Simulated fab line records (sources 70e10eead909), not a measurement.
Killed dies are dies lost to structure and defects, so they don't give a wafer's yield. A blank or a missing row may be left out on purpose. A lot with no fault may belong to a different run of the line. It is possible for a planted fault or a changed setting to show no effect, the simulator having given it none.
What tool caused it? / flow nand_harc / 33 wafers from 11 lots sampled at 5 of the route's 1159 steps

WHAT EACH GAUGE READ, for each wafer
NHARC_END_SORT_01.
lot=L278; measured=day 19 12:53; on=prober-02; killed_at_array=672 670 674; killed_at_other=1 3 2; killed_at_periphery=4 4 1; killed_dies=677 677 677; killed_open=2 5 1; killed_short=1 0 1
lot=L277; measured=day 19 13:11; on=prober-01; killed_at_array=672 670 674; killed_at_other=1 1 0; killed_at_periphery=4 6 3; killed_dies=677 677 677; killed_open=2 4 2; killed_short=2 1 2
lot=L288; measured=day 22 02:30; on=prober-02; killed_at_array=25 35 30; killed_at_other=0 0 0; killed_at_periphery=1 2 3; killed_dies=26 37 33; killed_open=4 3 7; killed_short=0 2 2
lot=L291; measured=day 23 06:32; on=prober-02; killed_at_array=30 23 25; killed_at_other=2 2 0; killed_at_periphery=2 1 1; killed_dies=34 26 26; killed_open=4 4 3; killed_short=0 0 3

TOOL THAT RAN EACH LOT (tool first, then ch and the chambers of the sampled wafers, then the start)
lot=L276; NHARC_A_CONTACT_ETCH_122=har_cap_etch-01 ch 0,1, day 16 06:15; NHARC_A_CONTACT_ETCH_123=har_cap_etch-01 ch 0,1, day 16 06:23; NHARC_A_CONTACT_ETCH_90=rie_diel-07 ch 0,1,3, day 16 06:56; NHARC_A_CONTACT_ETCH_102=rie_diel-04 ch 0,1,3, day 16 07:27
lot=L279; NHARC_A_CONTACT_ETCH_122=har_cap_etch-03 ch 0,1, day 16 15:13; NHARC_A_CONTACT_ETCH_123=har_cap_etch-03 ch 0,1, day 16 15:23; NHARC_A_CONTACT_ETCH_90=rie_diel-04 ch 2,3, day 16 15:55; NHARC_A_CONTACT_ETCH_102=rie_diel-08 ch 1,2,3, day 16 16:29
lot=L278; NHARC_A_CONTACT_ETCH_122=har_cap_etch-02 ch 0,1, day 16 15:20; NHARC_A_CONTACT_ETCH_123=har_cap_etch-02 ch 0,1, day 16 15:25; NHARC_A_CONTACT_ETCH_90=rie_diel-04 ch 2,3, day 16 16:02; NHARC_A_CONTACT_ETCH_102=rie_diel-04 ch 0,1, day 16 16:37
lot=L277; NHARC_A_CONTACT_ETCH_122=har_cap_etch-01 ch 0,1, day 16 21:36; NHARC_A_CONTACT_ETCH_123=har_cap_etch-01 ch 0,1, day 16 21:44; NHARC_A_CONTACT_ETCH_90=rie_diel-07 ch 0,2,3, day 16 22:19; NHARC_A_CONTACT_ETCH_102=rie_diel-07 ch 0,3, day 16 23:12
lot=L280; NHARC_A_CONTACT_ETCH_122=har_cap_etch-03 ch 0,1, day 16 22:13; NHARC_A_CONTACT_ETCH_123=har_cap_etch-03 ch 0,1, day 16 22:23; NHARC_A_CONTACT_ETCH_90=rie_diel-07 ch 0,1, day 16 22:56; NHARC_A_CONTACT_ETCH_102=rie_diel-08 ch 0,2, day 16 23:32
lot=L284; NHARC_A_CONTACT_ETCH_122=har_cap_etch-03 ch 0,1, day 18 08:14; NHARC_A_CONTACT_ETCH_123=har_cap_etch-03 ch 0,1, day 18 08:32; NHARC_A_CONTACT_ETCH_90=rie_diel-04 ch 0,1,2, day 18 09:28; NHARC_A_CONTACT_ETCH_102=rie_diel-07 ch 2,3, day 18 09:59
lot=L288; NHARC_A_CONTACT_ETCH_122=har_cap_etch-01 ch 0,1, day 19 11:58; NHARC_A_CONTACT_ETCH_123=har_cap_etch-01 ch 0,1, day 19 12:03; NHARC_A_CONTACT_ETCH_90=rie_diel-07 ch 0,1,2, day 19 12:39; NHARC_A_CONTACT_ETCH_102=rie_diel-07 ch 1,2,3, day 19 13:12
lot=L289; NHARC_A_CONTACT_ETCH_122=har_cap_etch-03 ch 1, day 19 13:46; NHARC_A_CONTACT_ETCH_123=har_cap_etch-03 ch 1, day 19 13:52; NHARC_A_CONTACT_ETCH_90=rie_diel-07 ch 0,1,3, day 19 14:28; NHARC_A_CONTACT_ETCH_102=rie_diel-07 ch 0,2, day 19 14:58
lot=L291; NHARC_A_CONTACT_ETCH_122=har_cap_etch-03 ch 0, day 19 21:20; NHARC_A_CONTACT_ETCH_123=har_cap_etch-03 ch 0, day 19 21:26; NHARC_A_CONTACT_ETCH_90=rie_diel-04 ch 0,2,3, day 19 22:02; NHARC_A_CONTACT_ETCH_102=rie_diel-07 ch 1,2,3, day 19 22:41
lot=L294; NHARC_A_CONTACT_ETCH_122=har_cap_etch-01 ch 0,1, day 20 09:44; NHARC_A_CONTACT_ETCH_123=har_cap_etch-01 ch 0,1, day 20 09:52; NHARC_A_CONTACT_ETCH_90=rie_diel-07 ch 0,2,3, day 20 10:24; NHARC_A_CONTACT_ETCH_102=rie_diel-07 ch 1,2,3, day 20 11:10
lot=L297; NHARC_A_CONTACT_ETCH_122=har_cap_etch-01 ch 0,1, day 21 18:53; NHARC_A_CONTACT_ETCH_123=har_cap_etch-01 ch 0,1, day 21 19:01; NHARC_A_CONTACT_ETCH_90=rie_diel-07 ch 0,3, day 21 19:34; NHARC_A_CONTACT_ETCH_102=rie_diel-07 ch 0,1,3, day 21 20:05
- NHARC_A_CONTACT_ETCH_122: etches the open film in C4F8/O2/Ar, time 95 s, target depth 930 nm.
- NHARC_A_CONTACT_ETCH_123: etches the open film in C4F8/O2/Ar, time 253 s, target depth 1090 nm.
- NHARC_A_CONTACT_ETCH_90: etches the open film in CH3F/O2, target depth 40 nm, time 85.7 s.
- NHARC_A_CONTACT_ETCH_102: etches the open film in CF4/O2, target depth 70 nm, overetch 7 nm, time 38.5 s.

WHAT THE TOOLS THEMSELVES READ (means of the sampled wafers that have a number; where no wafer has one, the mark that the record gives instead)
NHARC_A_CONTACT_ETCH_122.
lot=L276; tool=har_cap_etch-01; chamber_pressure_mTorr (mTorr)=20.017; oes_air_line_au (a.u.)=1.012
lot=L279; tool=har_cap_etch-03; chamber_pressure_mTorr (mTorr)=19.983; oes_air_line_au (a.u.)=0.986
lot=L278; tool=har_cap_etch-02; chamber_pressure_mTorr (mTorr)=19.993; oes_air_line_au (a.u.)=1.002
lot=L277; tool=har_cap_etch-01; chamber_pressure_mTorr (mTorr)=20.010; oes_air_line_au (a.u.)=0.986
lot=L280; tool=har_cap_etch-03; chamber_pressure_mTorr (mTorr)=20.001; oes_air_line_au (a.u.)=1.010
lot=L284; tool=har_cap_etch-03; chamber_pressure_mTorr (mTorr)=20.004; oes_air_line_au (a.u.)=0.983
lot=L288; tool=har_cap_etch-01; chamber_pressure_mTorr (mTorr)=19.970; oes_air_line_au (a.u.)=1.004
lot=L289; tool=har_cap_etch-03; chamber_pressure_mTorr (mTorr)=20.021; oes_air_line_au (a.u.)=1.008
lot=L291; tool=har_cap_etch-03; chamber_pressure_mTorr (mTorr)=19.989; oes_air_line_au (a.u.)=0.996
lot=L294; tool=har_cap_etch-01; chamber_pressure_mTorr (mTorr)=19.988; oes_air_line_au (a.u.)=0.969
lot=L297; tool=har_cap_etch-01; chamber_pressure_mTorr (mTorr)=20.014; oes_air_line_au (a.u.)=0.991

NHARC_A_CONTACT_ETCH_123.
lot=L276; tool=har_cap_etch-01; chamber_pressure_mTorr (mTorr)=19.984; oes_air_line_au (a.u.)=1.011
lot=L279; tool=har_cap_etch-03; chamber_pressure_mTorr (mTorr)=19.995; oes_air_line_au (a.u.)=0.986
lot=L278; tool=har_cap_etch-02; chamber_pressure_mTorr (mTorr)=19.990; oes_air_line_au (a.u.)=1.007
lot=L277; tool=har_cap_etch-01; chamber_pressure_mTorr (mTorr)=19.983; oes_air_line_au (a.u.)=0.980
lot=L280; tool=har_cap_etch-03; chamber_pressure_mTorr (mTorr)=20.015; oes_air_line_au (a.u.)=1.004
lot=L284; tool=har_cap_etch-03; chamber_pressure_mTorr (mTorr)=19.980; oes_air_line_au (a.u.)=0.993
lot=L288; tool=har_cap_etch-01; chamber_pressure_mTorr (mTorr)=20.005; oes_air_line_au (a.u.)=1.001
lot=L289; tool=har_cap_etch-03; chamber_pressure_mTorr (mTorr)=20.010; oes_air_line_au (a.u.)=1.016
lot=L291; tool=har_cap_etch-03; chamber_pressure_mTorr (mTorr)=19.991; oes_air_line_au (a.u.)=1.002
lot=L294; tool=har_cap_etch-01; chamber_pressure_mTorr (mTorr)=19.998; oes_air_line_au (a.u.)=0.983
lot=L297; tool=har_cap_etch-01; chamber_pressure_mTorr (mTorr)=20.003; oes_air_line_au (a.u.)=1.003

NHARC_A_CONTACT_ETCH_90.
lot=L276; tool=rie_diel-07; bias_w (W)=100.28; ch3f_flow_sccm (sccm)=50.06; drypump_motor_current_A (A)=5.1; oes_product_au (a.u.)=0.93; rf_vpp_V (V)=244.9; showerhead_plenum_p_Torr (Torr)=2.49; throttle_valve_pct (%)=20.661
lot=L279; tool=rie_diel-04; bias_w (W)=99.96; ch3f_flow_sccm (sccm)=49.88; drypump_motor_current_A (A)=5.8; oes_product_au (a.u.)=0.92; rf_vpp_V (V)=243.4; showerhead_plenum_p_Torr (Torr)=2.40; throttle_valve_pct (%)=20.673
lot=L278; tool=rie_diel-04; bias_w (W)=-; ch3f_flow_sccm (sccm)=-; drypump_motor_current_A (A)=-; oes_product_au (a.u.)=-; rf_vpp_V (V)=-; showerhead_plenum_p_Torr (Torr)=-; throttle_valve_pct (%)=-
lot=L277; tool=rie_diel-07; bias_w (W)=-; ch3f_flow_sccm (sccm)=-; drypump_motor_current_A (A)=-; oes_product_au (a.u.)=-; rf_vpp_V (V)=-; showerhead_plenum_p_Torr (Torr)=-; throttle_valve_pct (%)=-
lot=L280; tool=rie_diel-07; bias_w (W)=99.90; ch3f_flow_sccm (sccm)=49.78; drypump_motor_current_A (A)=5.1; oes_product_au (a.u.)=0.99; rf_vpp_V (V)=245.2; showerhead_plenum_p_Torr (Torr)=2.56; throttle_valve_pct (%)=20.670
lot=L284; tool=rie_diel-04; bias_w (W)=99.98; ch3f_flow_sccm (sccm)=50.09; drypump_motor_current_A (A)=5.4; oes_product_au (a.u.)=0.93; rf_vpp_V (V)=244.1; showerhead_plenum_p_Torr (Torr)=2.44; throttle_valve_pct (%)=20.661
lot=L288; tool=rie_diel-07; bias_w (W)=100.13; ch3f_flow_sccm (sccm)=49.88; drypump_motor_current_A (A)=5.1; oes_product_au (a.u.)=0.92; rf_vpp_V (V)=245.3; showerhead_plenum_p_Torr (Torr)=2.53; throttle_valve_pct (%)=20.658
lot=L289; tool=rie_diel-07; bias_w (W)=100.06; ch3f_flow_sccm (sccm)=49.89; drypump_motor_current_A (A)=5.1; oes_product_au (a.u.)=0.92; rf_vpp_V (V)=244.3; showerhead_plenum_p_Torr (Torr)=2.49; throttle_valve_pct (%)=20.662
lot=L291; tool=rie_diel-04; bias_w (W)=100.00; ch3f_flow_sccm (sccm)=49.97; drypump_motor_current_A (A)=6.0; oes_product_au (a.u.)=0.93; rf_vpp_V (V)=243.9; showerhead_plenum_p_Torr (Torr)=2.41; throttle_valve_pct (%)=20.665
lot=L294; tool=rie_diel-07; bias_w (W)=100.11; ch3f_flow_sccm (sccm)=50.14; drypump_motor_current_A (A)=5.1; oes_product_au (a.u.)=0.94; rf_vpp_V (V)=244.8; showerhead_plenum_p_Torr (Torr)=2.47; throttle_valve_pct (%)=20.665
lot=L297; tool=rie_diel-07; bias_w (W)=100.25; ch3f_flow_sccm (sccm)=49.78; drypump_motor_current_A (A)=5.2; oes_product_au (a.u.)=0.92; rf_vpp_V (V)=243.5; showerhead_plenum_p_Torr (Torr)=2.42; throttle_valve_pct (%)=20.663

NHARC_A_CONTACT_ETCH_102.
lot=L276; tool=rie_diel-04; bias_w (W)=99.90; cf4_flow_sccm (sccm)=80.08; drypump_motor_current_A (A)=5.9; oes_product_au (a.u.)=1.000; rf_vpp_V (V)=197.4; showerhead_plenum_p_Torr (Torr)=1.32; throttle_valve_pct (%)=13.404
lot=L279; tool=rie_diel-08; bias_w (W)=100.08; cf4_flow_sccm (sccm)=79.91; drypump_motor_current_A (A)=5.7; oes_product_au (a.u.)=1.007; rf_vpp_V (V)=197.7; showerhead_plenum_p_Torr (Torr)=1.32; throttle_valve_pct (%)=13.389
lot=L278; tool=rie_diel-04; bias_w (W)=99.71; cf4_flow_sccm (sccm)=79.91; drypump_motor_current_A (A)=5.6; oes_product_au (a.u.)=1.008; rf_vpp_V (V)=197.3; showerhead_plenum_p_Torr (Torr)=1.35; throttle_valve_pct (%)=13.405
lot=L277; tool=rie_diel-07; bias_w (W)=99.93; cf4_flow_sccm (sccm)=80.17; drypump_motor_current_A (A)=5.2; oes_product_au (a.u.)=0.993; rf_vpp_V (V)=197.8; showerhead_plenum_p_Torr (Torr)=1.34; throttle_valve_pct (%)=13.394
lot=L280; tool=rie_diel-08; bias_w (W)=100.04; cf4_flow_sccm (sccm)=79.82; drypump_motor_current_A (A)=5.4; oes_product_au (a.u.)=1.008; rf_vpp_V (V)=199.0; showerhead_plenum_p_Torr (Torr)=1.36; throttle_valve_pct (%)=13.402
lot=L284; tool=rie_diel-07; bias_w (W)=100.15; cf4_flow_sccm (sccm)=79.80; drypump_motor_current_A (A)=5.0; oes_product_au (a.u.)=1.004; rf_vpp_V (V)=197.8; showerhead_plenum_p_Torr (Torr)=1.32; throttle_valve_pct (%)=13.398
lot=L288; tool=rie_diel-07; bias_w (W)=99.76; cf4_flow_sccm (sccm)=79.99; drypump_motor_current_A (A)=5.0; oes_product_au (a.u.)=0.999; rf_vpp_V (V)=198.5; showerhead_plenum_p_Torr (Torr)=1.35; throttle_valve_pct (%)=13.388
lot=L289; tool=rie_diel-07; bias_w (W)=99.87; cf4_flow_sccm (sccm)=80.09; drypump_motor_current_A (A)=5.1; oes_product_au (a.u.)=1.002; rf_vpp_V (V)=198.8; showerhead_plenum_p_Torr (Torr)=1.37; throttle_valve_pct (%)=13.391
lot=L291; tool=rie_diel-07; bias_w (W)=100.42; cf4_flow_sccm (sccm)=79.94; drypump_motor_current_A (A)=5.0; oes_product_au (a.u.)=0.992; rf_vpp_V (V)=198.1; showerhead_plenum_p_Torr (Torr)=1.35; throttle_valve_pct (%)=13.384
lot=L294; tool=rie_diel-07; bias_w (W)=99.90; cf4_flow_sccm (sccm)=80.06; drypump_motor_current_A (A)=5.0; oes_product_au (a.u.)=0.998; rf_vpp_V (V)=198.4; showerhead_plenum_p_Torr (Torr)=1.35; throttle_valve_pct (%)=13.389
lot=L297; tool=rie_diel-07; bias_w (W)=99.89; cf4_flow_sccm (sccm)=80.07; drypump_motor_current_A (A)=5.1; oes_product_au (a.u.)=1.003; rf_vpp_V (V)=197.4; showerhead_plenum_p_Torr (Torr)=1.35; throttle_valve_pct (%)=13.403

THE ANSWER, worked out from the rows above alone
Rule: usual is defined by the lots themselves. The widest of any qualifying gaps counts: lots, ordered by their means at a reading, are off when they make up no more than a third of the lots, leave a main group of 4 or more, and stand apart from it by 3 or more times the standard deviation of that group's means. If all means in a main group match to the digits the tables above print for the reading, that group is not used. A lot without any number at a reading at which 4 lots or more have one is off too. Any other lot the step has rows for is counted as sound. After the gauges, taken in route order, come the tools' own readings; for these a lot's mean is taken, as printed above. At the first step where some lot is off, the reading lying furthest off is the one used; lots without a number count as furthest.
Off: L278, L277 (NHARC_A_CONTACT_ETCH_90, bias_w). Without a number there: L278, L277. Main group: mean 100.07 W, sd 0.12.
If a tool, at that step or one of the process steps before it, ran each lot that is off and ran no sound lot following the first of them, it fits. Not one of the candidates tried fits.

WHAT WAS PUT IN BY THE SIMULATOR
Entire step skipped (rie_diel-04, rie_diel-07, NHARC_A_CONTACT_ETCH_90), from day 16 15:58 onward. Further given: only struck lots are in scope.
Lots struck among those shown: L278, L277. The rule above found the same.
